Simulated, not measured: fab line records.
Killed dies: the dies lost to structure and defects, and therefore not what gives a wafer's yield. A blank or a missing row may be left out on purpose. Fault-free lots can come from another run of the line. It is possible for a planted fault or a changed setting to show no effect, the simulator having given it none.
Chamber matching + flow n5-finfet + ald-sin-01 running N5_SD_EPI_N_LINER_46: 4 sister chambers
The step material SiNx, target thk 3 nm. 14 wafers are shown with their chamber, then 7 later ones without.

WAFERS WITH THEIR CHAMBER
| wafer  | chamber | heater-power-w (W) | heater-power-outer-w (W) | chamber-pressure-Torr (Torr) |
|--------|---------|--------------------|--------------------------|------------------------------|
| L074.2 | 3       | 916                | 565                      | 1.999                        |
| L074.3 | 1       | 756                | 458                      | 2.006                        |
| L074.5 | 2       | 978                | 565                      | 1.996                        |
| L078.1 | 3       | 926                | 558                      | 1.996                        |
| L078.2 | 2       | 976                | 584                      | 1.998                        |
| L078.5 | 1       | 750                | 453                      | 2.009                        |
| L079.1 | 2       | 986                | 572                      | 2.007                        |
| L079.3 | 3       | 932                | 557                      | 2.003                        |
| L079.5 | 2       | 980                | 593                      | 1.997                        |
| L083.1 | 3       | 903                | 543                      | 1.999                        |
| L083.4 | 2       | 985                | 586                      | 2.000                        |
| L083.5 | 0       | 780                | 438                      | 1.998                        |
| L088.1 | 2       | 985                | 580                      | 2.003                        |
| L088.5 | 2       | 994                | 590                      | 2.005                        |

SIGNATURES (means of the wafers above)
| reading               | chamber 0 | chamber 1 | chamber 2 | chamber 3 | scatter within a chamber |
|-----------------------|-----------|-----------|-----------|-----------|--------------------------|
| heater-power-w        | 780.00    | 753.00    | 983.43    | 919.25    | 8.49                     |
| heater-power-outer-w  | 438.00    | 455.50    | 581.43    | 555.75    | 9.29                     |
| chamber-pressure-Torr | 1.99800   | 2.00750   | 2.00086   | 1.99925   | 0.00369                  |
Rule: a wafer lies at a distance from a chamber equal to the root of the sum of squares, over the readings, of (its reading less the chamber's mean, divided by the reading's scatter). The wafer belongs to the nearest chamber; if the next one is less than 2 further off, it can't be placed. The scatter: the root of (the sum of the squares of (reading less its chamber's mean) over the shown wafers, divided by (wafers less chambers)).

WAFERS MISSING THEIR CHAMBER
| wafer  | heater-power-w (W) | heater-power-outer-w (W) | chamber-pressure-Torr (Torr) |
|--------|--------------------|--------------------------|------------------------------|
| L088.6 | 924                | 562                      | 1.995                        |
| L094.2 | 770                | 426                      | 2.002                        |
| L094.3 | 1010               | 581                      | 1.999                        |
| L094.4 | 979                | 597                      | 1.999                        |
| L096.3 | 780                | 436                      | 2.003                        |
| L096.4 | 915                | 563                      | 1.998                        |
| L096.5 | 1025               | 585                      | 1.993                        |

THE CHAMBER EACH PASSED THROUGH
| wafer  | from the rows above     | in truth |
|--------|-------------------------|----------|
| L088.6 | 3                       | 3        |
| L094.2 | can't be placed: 0 or 1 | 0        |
| L094.3 | 2                       | 2        |
| L094.4 | 2                       | 2        |
| L096.3 | 0                       | 0        |
| L096.4 | 3                       | 3        |
| L096.5 | 2                       | 2        |
Placed correctly: 6 of 7. From these rows, 1 cannot be placed; in 1 the true chamber is one of the candidates. Placed wrongly: 0.
